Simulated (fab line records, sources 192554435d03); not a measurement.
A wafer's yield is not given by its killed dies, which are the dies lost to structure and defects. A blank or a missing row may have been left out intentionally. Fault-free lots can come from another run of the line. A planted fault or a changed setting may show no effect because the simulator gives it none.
Chamber matching || flow n5-finfet || N5_BEOL_M7_STRIP_67 on rie-diel-06 has 4 sister chambers
The step strips in CF4. 16 wafers are shown with their chamber, then 8 later ones without.

WAFERS PAIRED WITH THEIR CHAMBERS
{"wafer": "L077.3", "chamber": 3, "drypump-motor-current-A (A)": 5.2, "showerhead-plenum-p-Torr (Torr)": 1.74, "throttle-valve-pct (%)": 13.81}
{"wafer": "L077.4", "chamber": 2, "drypump-motor-current-A (A)": 6.7, "showerhead-plenum-p-Torr (Torr)": 1.73, "throttle-valve-pct (%)": 13.61}
{"wafer": "L077.5", "chamber": 1, "drypump-motor-current-A (A)": 5.7, "showerhead-plenum-p-Torr (Torr)": 1.84, "throttle-valve-pct (%)": 13.52}
{"wafer": "L081.1", "chamber": 0, "drypump-motor-current-A (A)": 5.7, "showerhead-plenum-p-Torr (Torr)": 1.84, "throttle-valve-pct (%)": 13.55}
{"wafer": "L081.2", "chamber": 1, "drypump-motor-current-A (A)": 5.7, "showerhead-plenum-p-Torr (Torr)": 1.84, "throttle-valve-pct (%)": 13.52}
{"wafer": "L081.3", "chamber": 3, "drypump-motor-current-A (A)": 5.2, "showerhead-plenum-p-Torr (Torr)": 1.73, "throttle-valve-pct (%)": 13.86}
{"wafer": "L081.4", "chamber": 2, "drypump-motor-current-A (A)": 6.7, "showerhead-plenum-p-Torr (Torr)": 1.73, "throttle-valve-pct (%)": 13.64}
{"wafer": "L081.5", "chamber": 1, "drypump-motor-current-A (A)": 5.7, "showerhead-plenum-p-Torr (Torr)": 1.84, "throttle-valve-pct (%)": 13.53}
{"wafer": "L081.6", "chamber": 0, "drypump-motor-current-A (A)": 5.7, "showerhead-plenum-p-Torr (Torr)": 1.84, "throttle-valve-pct (%)": 13.55}
{"wafer": "L082.1", "chamber": 2, "drypump-motor-current-A (A)": 6.7, "showerhead-plenum-p-Torr (Torr)": 1.73, "throttle-valve-pct (%)": 13.64}
{"wafer": "L082.3", "chamber": 3, "drypump-motor-current-A (A)": 5.2, "showerhead-plenum-p-Torr (Torr)": 1.73, "throttle-valve-pct (%)": 13.86}
{"wafer": "L082.4", "chamber": 0, "drypump-motor-current-A (A)": 5.7, "showerhead-plenum-p-Torr (Torr)": 1.84, "throttle-valve-pct (%)": 13.54}
{"wafer": "L086.3", "chamber": 0, "drypump-motor-current-A (A)": 5.8, "showerhead-plenum-p-Torr (Torr)": 1.84, "throttle-valve-pct (%)": 13.58}
{"wafer": "L086.4", "chamber": 2, "drypump-motor-current-A (A)": 6.7, "showerhead-plenum-p-Torr (Torr)": 1.72, "throttle-valve-pct (%)": 13.68}
{"wafer": "L086.5", "chamber": 3, "drypump-motor-current-A (A)": 5.2, "showerhead-plenum-p-Torr (Torr)": 1.73, "throttle-valve-pct (%)": 13.88}
{"wafer": "L091.1", "chamber": 3, "drypump-motor-current-A (A)": 5.2, "showerhead-plenum-p-Torr (Torr)": 1.73, "throttle-valve-pct (%)": 13.91}

SIGNATURES, as means of the wafers listed above
{"reading": "drypump-motor-current-A", "chamber 0": 5.725, "chamber 1": 5.700, "chamber 2": 6.700, "chamber 3": 5.200, "scatter within a chamber": 0.025}
{"reading": "showerhead-plenum-p-Torr", "chamber 0": 1.8400, "chamber 1": 1.8400, "chamber 2": 1.7275, "chamber 3": 1.7320, "scatter within a chamber": 0.00359}
{"reading": "throttle-valve-pct", "chamber 0": 13.5550, "chamber 1": 13.5233, "chamber 2": 13.6425, "chamber 3": 13.8640, "scatter within a chamber": 0.027}
Rule: for a wafer and a chamber, the distance is found by dividing, reading by reading, the gap between the wafer's reading and the chamber's mean by the reading's scatter, squaring, summing and taking the root. If the next closest chamber is less than 2 further off than the closest, the wafer can't be placed; otherwise it belongs to the closest. The scatter: take each reading less its chamber's mean, square it, sum over the shown wafers, divide by the number of wafers less the number of chambers, and take the root.

WAFERS WITHOUT THEIR CHAMBER
{"wafer": "L091.3", "drypump-motor-current-A (A)": 5.8, "showerhead-plenum-p-Torr (Torr)": 1.83, "throttle-valve-pct (%)": 13.58}
{"wafer": "L091.6", "drypump-motor-current-A (A)": 5.7, "showerhead-plenum-p-Torr (Torr)": 1.83, "throttle-valve-pct (%)": 13.61}
{"wafer": "L094.2", "drypump-motor-current-A (A)": 6.7, "showerhead-plenum-p-Torr (Torr)": 1.72, "throttle-valve-pct (%)": 13.70}
{"wafer": "L094.3", "drypump-motor-current-A (A)": 5.7, "showerhead-plenum-p-Torr (Torr)": 1.83, "throttle-valve-pct (%)": 13.62}
{"wafer": "L094.4", "drypump-motor-current-A (A)": 5.7, "showerhead-plenum-p-Torr (Torr)": 1.83, "throttle-valve-pct (%)": 13.59}
{"wafer": "L095.4", "drypump-motor-current-A (A)": 5.7, "showerhead-plenum-p-Torr (Torr)": 1.83, "throttle-valve-pct (%)": 13.58}
{"wafer": "L095.5", "drypump-motor-current-A (A)": 5.7, "showerhead-plenum-p-Torr (Torr)": 1.83, "throttle-valve-pct (%)": 13.60}
{"wafer": "L095.6", "drypump-motor-current-A (A)": 5.7, "showerhead-plenum-p-Torr (Torr)": 1.83, "throttle-valve-pct (%)": 13.60}

WHICH CHAMBER EACH ONE RAN IN
{"wafer": "L091.3", "from the rows above": "can't be placed: 0 or 1", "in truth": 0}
{"wafer": "L091.6", "from the rows above": "can't be placed: 0 or 1", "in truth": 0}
{"wafer": "L094.2", "from the rows above": 2, "in truth": 2}
{"wafer": "L094.3", "from the rows above": "can't be placed: 0 or 1", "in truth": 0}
{"wafer": "L094.4", "from the rows above": "can't be placed: 0 or 1", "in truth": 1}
{"wafer": "L095.4", "from the rows above": "can't be placed: 0 or 1", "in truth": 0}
{"wafer": "L095.5", "from the rows above": "can't be placed: 0 or 1", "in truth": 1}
{"wafer": "L095.6", "from the rows above": "can't be placed: 0 or 1", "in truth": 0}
Correctly placed: 1 of 8. Not placeable from these rows: 7 (in 7, the candidates include the true chamber). Wrongly placed: 0.
